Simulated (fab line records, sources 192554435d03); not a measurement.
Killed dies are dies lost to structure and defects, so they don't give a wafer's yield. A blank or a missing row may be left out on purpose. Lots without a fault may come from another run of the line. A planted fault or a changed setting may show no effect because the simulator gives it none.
fab line records | flow n5_finfet
record lots=3 wafers=8 last_day=16
route steps=1938 shown BEOL_M10@1500 BEOL_M11@1536 BEOL_M15@1830
lots that met no fault: from a run of the same line without faults
start_h: hours from the record's first day to the start of the lot's first wafer shown | wait_h: hours since the lot's step before | " the same as in the row above | L1.1+2: a row that stands for several wafers | - no value, or no start given | * or withheld: withheld | < > ~ a bound
route shown NAME@n: a module of which the file shows steps, and the number in the route of the first | usual: mean/standard deviation of fault-free wafers | same: alike in all rows | chamber/n: place in a boat | sites: the reading at each site | _std_site: their standard deviation | _edge_site: outer sites' mean less inner sites' | radius_mm: how far each site lies from the wafer's centre | mask NAME#n: copy n | behind: the tool/chamber that last shaped the wafer | hold: why the lot was held/for how many hours/how that ended | device: the transistor (n, p or np) that didn't switch | end of line: the same wafers' tests at the end of the route | a step without rows: its recipe alone | killed: dies lost to structure and defects at the first sort, not the wafer's yield | map: a wafer's dies, x killed, . not, _ none there
set.NAME: the setting as run; set.NAME@STEP: as run at that earlier step | model.NAME: the simulator's own value behind a step, which no gauge read
lots at some steps of the route; a table a step, a row a wafer
services: from which hour (start_h, from the record's first day; less than 0 if before it) a tool's chamber was out of use, for how many hours, and why
## steps
# step N5_BEOL_M10_PEB_26
# recipe peb_temp_c=withheld peb_time_s=60 resist=CAR-ArF
# step N5_BEOL_M10_DEVELOP_27
# recipe develop_time_s=30 developer=TMAH resist=CAR-ArF rinse_liquid=diw dry=air_spin dev_temp_c=23
# step N5_BEOL_M10_DESCUM_33
# recipe chemistry=O2 time_s=7.9 source_power_w=50 bias_power_w=20 pressure_mtorr=20 rf_frequency_hz=2.712e+07 temp_c=40 resist=CAR-ArF o2_flow_sccm=225
# step N5_BEOL_M10_ETCH_65
# recipe chemistry=CF4 target=SiARC target_depth_a=390 mask_material=CAR-ArF time_s=65 ion_energy_ev=80 pressure_mtorr=40 source_w=545 bias_w=36 Ar_flow_sccm=100 cf4_flow_sccm=100 ends=cleared
# step N5_BEOL_M10_ETCH_66
# recipe chemistry=N2/H2 target=SOC target_depth_a=1200 overetch_a=240 mask_material=SiARC temp_c=40 time_s=180 ion_energy_ev=200 pressure_mtorr=30 source_w=840 bias_w=150 n2_flow_sccm=200 h2_flow_sccm=200
# step N5_BEOL_M10_STRIP_69
# recipe chemistry=N2/H2 temp_c=40 n2_flow_sccm=200 h2_flow_sccm=200 rf_frequency_hz=6e+07
# step N5_BEOL_M10_VIA_ETCH_34
# recipe chemistry=C4F6/O2 target=SiCOH_lowk target_depth_a=1845 mask_material=SOC taper_deg=4 time_s=69.2 ion_energy_ev=250 pressure_mtorr=30 source_w=345 bias_w=185 Ar_flow_sccm=300 C4F6_flow_sccm=10 O2_flow_sccm=10
# step N5_BEOL_M10_STRIP_73
# recipe chemistry=C4F6/O2 resist=SiARC rf_frequency_hz=6e+07
# step N5_BEOL_M10_STRIP_36
# recipe chemistry=N2/H2 power_w=450 temp_c=40 pressure_mtorr=20 rf_frequency_hz=6e+07 overash_fraction=0.3 bias_power_w=7 h2_frac=0.5 n2_flow_sccm=200 h2_flow_sccm=200
# step N5_BEOL_M10_TRENCH_ETCH_37
# recipe chemistry=C4F6/O2 target_depth_a=1488.3 target=SiCOH_lowk time_s=48 ion_energy_ev=250 pressure_mtorr=30 source_w=345 bias_w=185 Ar_flow_sccm=300 C4F6_flow_sccm=10 O2_flow_sccm=10
# usual drypump_motor_current_A=5.9/0.44 mfc_ar_sccm=300.2/0.9 oes_product_au=0.82/0.11 rf_vpp_V=665/15 showerhead_plenum_p_Torr=2.83/0.084 throttle_valve_pct=20.87/0.23
# columns lot.wafer tool chamber start_h wait_h drypump_motor_current_A mfc_ar_sccm oes_product_au rf_hours_counter_h rf_vpp_V showerhead_plenum_p_Torr throttle_valve_pct model.etch.depth_nm model.BEOL_M10.feature_depth_nm model.TiN_of_BEOL_M10_HM_DEP_02.thk_nm
L645.2 rie_diel-03 3 227.67 - 5.9 300.8 0.71 214 647 2.83 20.75 152 152 15.4
L645.4 " 3 " " 5.9 300.3 0.71 - 646 2.83 20.74 151 151 15.6
L645.6 " 2 " " 5.5 299.6 0.99 - 648 2.80 20.56 151.6 151.6 15.4
L658.1 rie_diel-03 0 313.53 - 6.3 299.4 1.17 27 658 2.77 20.78 212.9 213 14.2
L658.4 " 2 " " 5.5 301.6 1.14 - 648 2.78 20.70 214 214 13.8
L661.2 rie_diel-05 0 320.60 - 5.8 301.0 0.95 17 668 2.91 20.46 152.4 152.4 15.4
L661.4 " 0 " " 5.8 299.3 0.96 - 667 2.91 20.48 152.9 153 15.4
L661.6 " 1 " " 5.1 300.2 0.97 - 666 2.91 20.95 154.5 154.6 15.6
# step N5_BEOL_M10_ETCH_41
# recipe chemistry=CH3F/O2 target=SiCN target_depth_a=426 taper_deg=2 time_s=86 ion_energy_ev=120 mask_material=TiN pressure_mtorr=30 source_w=395 bias_w=75 Ar_flow_sccm=150 CH3F_flow_sccm=30 O2_flow_sccm=20
# step N5_BEOL_M10_STRIP_77
# recipe chemistry=N2/H2 time_s=10 power_w=450 temp_c=40 pressure_mtorr=20 rf_frequency_hz=6e+07 bias_power_w=7 n2_flow_sccm=200 h2_flow_sccm=200
# step N5_BEOL_M10_OCD_MEAS_38
# usual trench_depth_nm=149.9/2.8
# columns lot.wafer tool chamber start_h wait_h trench_depth_nm
L645.2 ocd-02 - 227.85 - 151.8
L645.4 " - " " 150.7
L645.6 " - " " 151.5
L658.1 ocd-01 - 313.71 - 212.7
L658.4 " - " " 213.9
L661.2 ocd-02 - 320.78 - 152.0
L661.4 " - " " 152.7
L661.6 " - " " 154.6
# step N5_BEOL_M10_HM_STRIP_39
# recipe chemistry=peroxide_tin_strip material=TiN target_depth_a=250 temp_c=50 time_s=158
# step N5_BEOL_M10_SRD_40
# recipe time_s=30 temp_c=23 rinse_liquid=diw dry=ipa_marangoni
# step N5_BEOL_M10_PRECLEAN_42
# recipe chemistry=residue_remover time_s=60 temp_c=40
# step N5_BEOL_M10_SRD_43
# recipe time_s=30 temp_c=23 rinse_liquid=diw dry=ipa_marangoni
# step N5_BEOL_M10_CURE_72
# recipe temp_c=370 time_s=120 ambient=DMADMS/He material=SiCOH_lowk
# step N5_BEOL_M10_DEGAS_44
# recipe ambient=vacuum temp_c=250 time_s=60
# step N5_BEOL_M10_PRE_CLEAN_45
# recipe gas=H2/He time_s=30 temp_c=250
# step N5_BEOL_M10_ALD_74
# recipe material=TaN target_thk_a=20 temp_c=275 ald_precursor_family=PDMAT ald_co_reactant=NH3 pressure_torr=3 carrier_flow_sccm=1500 pulse_time_s=2 purge_time_s=3 co_reactant_purge_time_s=2 co_reactant_pulse_time_s=3 ald_cycles=40 precursor_vessel_temp_c=75 precursor_vessel_pressure_torr=26.25 precursor_vessel_carrier_sccm=1000
# step N5_BEOL_M10_SURFACE_TREAT_76
# recipe gas=Ar time_s=* ion_energy_ev=* ion_current_ma_cm2=0.5 pressure_mtorr=* ar_flow_sccm=30
# step N5_BEOL_M10_CVD_75
# recipe material=Co target_thk_a=20 temp_c=withheld precursor=CCTBA/H2 pressure_torr=30 time_s=138.9
# step N5_BEOL_M10_SPUTTER_48
# recipe material=Cu target_thk_a=120 temp_c=-20 bias_v=60 power_w=26000 chamber_pressure_pa=0.13 time_s=2
# step N5_BEOL_M10_ECD_50
# recipe material=Cu target_thk_a=3180
# step N5_BEOL_M10_ANNEAL_51
# recipe temp_c=225 time_s=90 ambient=N2
# step N5_BEOL_M10_CMP_52
# recipe stop_on=SiCOH_lowk t_overpolish_s=7 down_force_psi=1 platen_rpm=50 clearing_platen_down_force_psi=1.5 clearing_platen_rpm=50 post_cmp_clean=cu_alkaline target_thk_nm=140 clearing_platen_pad_velocity_m_s=0.99484 pad_velocity_m_s=0.99484
# usual motor_current_A=6.1/0.48
# columns lot.wafer tool chamber start_h wait_h motor_current_A model.Cu_of_BEOL_M10_ECD_50.thk_nm
L645.4 cmp-01 3 234.46 0.2 5.9 142
L645.2 " 1 " " 5.8 142.8
L645.6 " 2 " " 6.4 141.6
L658.4 cmp-01 0 317.04 0.3 5.7 204.4
L658.1 " 3 " " 6.1 204.8
L661.4 cmp-04 3 323.02 0.1 5.9 143.8
L661.2 " 1 " " 7.1 145
L661.6 " 3 " " 6.4 145.4
# step N5_BEOL_M10_THK_MEAS_53
# recipe thk_meas_gauge=xrf reads=Cu_of_BEOL_M10_ECD_50
# usual M10_THK=140/3
# columns lot.wafer tool chamber start_h wait_h M10_THK[nm]
L645.2 film_metro-01 - 234.72 - 142
L645.4 " - " " 141
L645.6 " - " " 140
L658.1 film_metro-02 - 317.33 - 200
L658.4 " - " " 200
L661.2 film_metro-01 - 323.32 - 144
L661.4 " - " " 143
L661.6 " - " " 144
# step N5_BEOL_M10_PRE_CLEAN_55
# recipe gas=NH3 time_s=15 temp_c=withheld rf_power_w=300
# step N5_BEOL_M10_DEP_56
# recipe material=SiCN target_thk_a=150 temp_c=withheld precursor=3MS/NH3 pressure_torr=3 rf_w=202 time_s=26.5
# step N5_BEOL_M10_RS_MEAS_57
# recipe thk_meas_gauge=four-point-probe reads=Cu_of_BEOL_M10_ECD_50+Co_of_BEOL_M10_CVD_75+TaN_of_BEOL_M10_ALD_74
# usual M10_RS=0.150/0.0034
# columns lot.wafer tool chamber start_h wait_h M10_RS[ohm/sq]
L645.2 film_metro-01 - 234.89 0.1 0.148
L645.4 " - " " 0.148
L645.6 " - " " 0.149
L658.1 film_metro-02 - 317.47 0.1 0.100
L658.4 " - " " 0.100
L661.2 film_metro-01 - 323.49 0.1 0.145
L661.4 " - " " 0.146
L661.6 " - " " 0.144
# step N5_BEOL_M11_ILD_DEP_00
# recipe material=SiCOH_lowk target_thk_a=3085.1 temp_c=300 precursor=DEMS/porogen pressure_torr=5 rf_w=500 time_s=58
# step N5_BEOL_M11_CURE_71
# recipe temp_c=385 time_s=240 ambient=He/Ar material=SiCOH_lowk
# step N5_BEOL_M11_PECVD_70
# recipe material=SiO2 target_thk_a=200 temp_c=400 precursor=TEOS/O2 pressure_torr=5.5 rf_w=450 teos_flow_sccm=53.8 gas=O2 flow_sccm=3000 time_s=22.7
# step N5_BEOL_M11_HM_DEP_02
# recipe material=TiN target_thk_a=200 temp_c=25 chamber_pressure_pa=0.49996
# step N5_BEOL_M11_COAT_59
# recipe resist=SOC temp_c=250 time_s=60 spin_rpm=1500 resist_thk_nm=100
# step N5_BEOL_M15_RC_MEAS_101
# usual COMB_M11=1.4e-11/3.3e-12 COMB_M12=5.9e-12/1.4e-12 COMB_M13=4.6e-12/1.1e-12 COMB_M14=3.4e-12/8.9e-13 COMB_M15=2.1e-12/7.4e-13 COMB_M5=3.6e-11/6.7e-12 COMB_M6=2.5e-11/5.9e-12 COMB_M7=2.5e-11/4.5e-12 COMB_M7_max_site=3.6e-11/7.9e-12 COMB_M8=2.5e-11/4.7e-12 COMB_M9=1.4e-11/3.3e-12 SERP_M10=3.04/0.084 SERP_M10_max_site=3.13/0.09 SERP_M11=3.07/0.085 SERP_M12=0.633/0.016 SERP_M13=0.309/0.0058 SERP_M14=0.159/0.0042 SERP_M5=39.2/2 SERP_M6=13.7/0.54 SERP_M7=13.9/0.51 SERP_M7_max_site=14.5/0.59 SERP_M8=13.5/0.49 SERP_M9=3.09/0.087
# columns lot.wafer tool chamber start_h wait_h COMB_M11[S/m] COMB_M12[S/m] COMB_M13[S/m] COMB_M14[S/m] COMB_M15[S/m] COMB_M5[S/m] COMB_M6[S/m] COMB_M7[S/m] COMB_M7_max_site[S/m] COMB_M8[S/m] COMB_M9[S/m] SERP_M10[ohm/um] SERP_M10_max_site[ohm/um] SERP_M11[ohm/um] SERP_M12[ohm/um] SERP_M13[ohm/um] SERP_M14[ohm/um] SERP_M5[ohm/um] SERP_M6[ohm/um] SERP_M7[ohm/um] SERP_M7_max_site[ohm/um] SERP_M8[ohm/um] SERP_M9[ohm/um]
L645.2 prober-01 0 272.48 0.4 1.4e-11 3.9e-12 4.2e-12 2.6e-12 2.5e-12 3.9e-11 3.2e-11 3e-11 3.9e-11 2.6e-11 1.1e-11 3.05 3.08 3.17 0.613 0.312 0.154 36.8 12.6 14.1 14.9 14.0 3.01
L645.4 " 0 " " 1.3e-11 5.1e-12 6.3e-12 4e-12 1.6e-12 3.4e-11 2.4e-11 2.5e-11 6.1e-11 2.8e-11 1e-11 3.10 3.18 2.98 0.612 0.310 0.166 37.2 14.3 14.2 15.0 14.5 3.05
L645.6 " 0 " " 1.3e-11 4.5e-12 4.2e-12 2.5e-12 2e-12 3e-11 2e-11 3.1e-11 4.4e-11 1.6e-11 1.2e-11 3.11 3.15 3.06 0.639 0.315 0.158 38.3 13.7 14.2 15.0 14.2 3.14
L658.1 prober-01 0 363.09 0.0 1e-11 6e-12 4.3e-12 4e-12 1.6e-12 4.7e-11 2.4e-11 1.9e-11 3.4e-11 3.2e-11 1.5e-11 2.03 2.08 3.09 0.601 0.307 0.160 41.1 14.2 13.9 14.5 14.0 3.10
L658.4 " 0 " " 1.7e-11 8.3e-12 4.1e-12 2.7e-12 2.8e-12 3.5e-11 3.8e-11 2.3e-11 2.6e-11 2.7e-11 1.3e-11 2.04 2.08 3.01 0.617 0.303 0.159 38.6 13.6 14.0 14.4 13.4 3.22
L661.2 prober-02 0 367.94 0.2 2e-11 7.8e-12 4.9e-12 3.7e-12 2.3e-12 2.8e-11 3.6e-11 2e-11 3.6e-11 1.6e-11 1e-11 2.91 3.15 3.10 0.617 0.298 0.161 40.0 14.3 14.0 14.5 14.3 3.05
L661.4 " 0 " " 1e-11 7.9e-12 5.6e-12 4.3e-12 2.3e-12 3.4e-11 3.3e-11 2.6e-11 3.7e-11 2.3e-11 1.5e-11 3.00 3.13 3.00 0.626 0.311 0.168 37.6 13.1 14.6 15.2 12.9 3.03
L661.6 " 0 " " 1.1e-11 6.1e-12 3.6e-12 4e-12 2.3e-12 3.8e-11 4.2e-11 2.3e-11 3.4e-11 2.2e-11 1.1e-11 2.94 2.98 3.06 0.623 0.302 0.162 39.0 13.9 13.4 14.1 13.5 3.00
# sites SERP_M10 radius_mm=0,75,75,75,75,140,140,140,140
L645.2 3.05 3.07 3.08 3.05 3.08 2.91 3.02 2.97 3.04
L658.1 2.07 2.03 2.07 2.07 2.08 1.97 2.03 1.99 2.02
L661.2 2.77 2.91 2.84 2.91 2.85 3.06 3.08 3.15 2.97
## services
# columns tool chamber start_h hours kind
cmp-01 - 207.65 1.6 repair
rie_diel-03 1 217.32 3.5 repair
rie_diel-03 0 221.39 - clean
rie_diel-03 0 221.39 - consumable_replace:focus_ring
rie_diel-03 0 221.39 21.7 scheduled_down
rie_diel-03 0 221.39 21.7 vent_cycle
rie_diel-05 3 253.97 1.8 repair
rie_diel-05 0 257.65 - clean
rie_diel-05 0 257.65 - consumable_replace:focus_ring
rie_diel-05 0 257.65 22.0 scheduled_down
rie_diel-05 0 257.65 22.0 vent_cycle
rie_diel-03 3 272.91 8.3 repair
cmp-04 - 273.88 2.7 repair
cmp-01 - 276.31 4.0 pm
rie_diel-05 1 279.73 - clean
rie_diel-05 1 279.73 - consumable_replace:focus_ring
rie_diel-05 1 279.73 13.1 scheduled_down
rie_diel-05 1 279.73 13.1 vent_cycle
cmp-01 - 280.31 - consumable_replace:conditioner
cmp-01 - 280.31 - consumable_replace:pad
rie_diel-05 3 304.19 - clean
rie_diel-03 2 308.08 2.5 repair
rie_diel-03 3 308.34 5.9 repair
rie_diel-03 1 314.59 8.3 repair
## key
first_sign step=N5_BEOL_M10_TRENCH_ETCH_37 reading=oes_product_au direction=up sigmas=3 usual=0.82 struck=1.15
effect step=N5_BEOL_M10_OCD_MEAS_38 reading=trench_depth_nm direction=up sigmas=23 usual=149.9 struck=213.3
effect step=N5_BEOL_M10_THK_MEAS_53 reading=M10_THK direction=up sigmas=20 usual=140 struck=200
effect step=N5_BEOL_M10_RS_MEAS_57 reading=M10_RS direction=down sigmas=15 usual=0.150 struck=0.100
effect step=N5_BEOL_M15_RC_MEAS_101 reading=SERP_M10 direction=down sigmas=12 usual=3.04 struck=2.04
model_effect step=N5_BEOL_M10_TRENCH_ETCH_37 value=etch.depth_nm without=152.7 struck=213.5
model_effect step=N5_BEOL_M10_CMP_52 value=Cu_of_BEOL_M10_ECD_50.thk_nm without=143.8 struck=204.6
met_at N5_BEOL_M10_TRENCH_ETCH_37
struck_wafers L658.1,L658.4
onset_between 227.67 313.53
fault kind=process_parameter_drift tool=rie_diel-03 chamber=- onset_h=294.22 steps=N5_BEOL_M10_TRENCH_ETCH_37 channel=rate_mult offset=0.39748 shape=step end_h=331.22 scope=struck_wafers_only
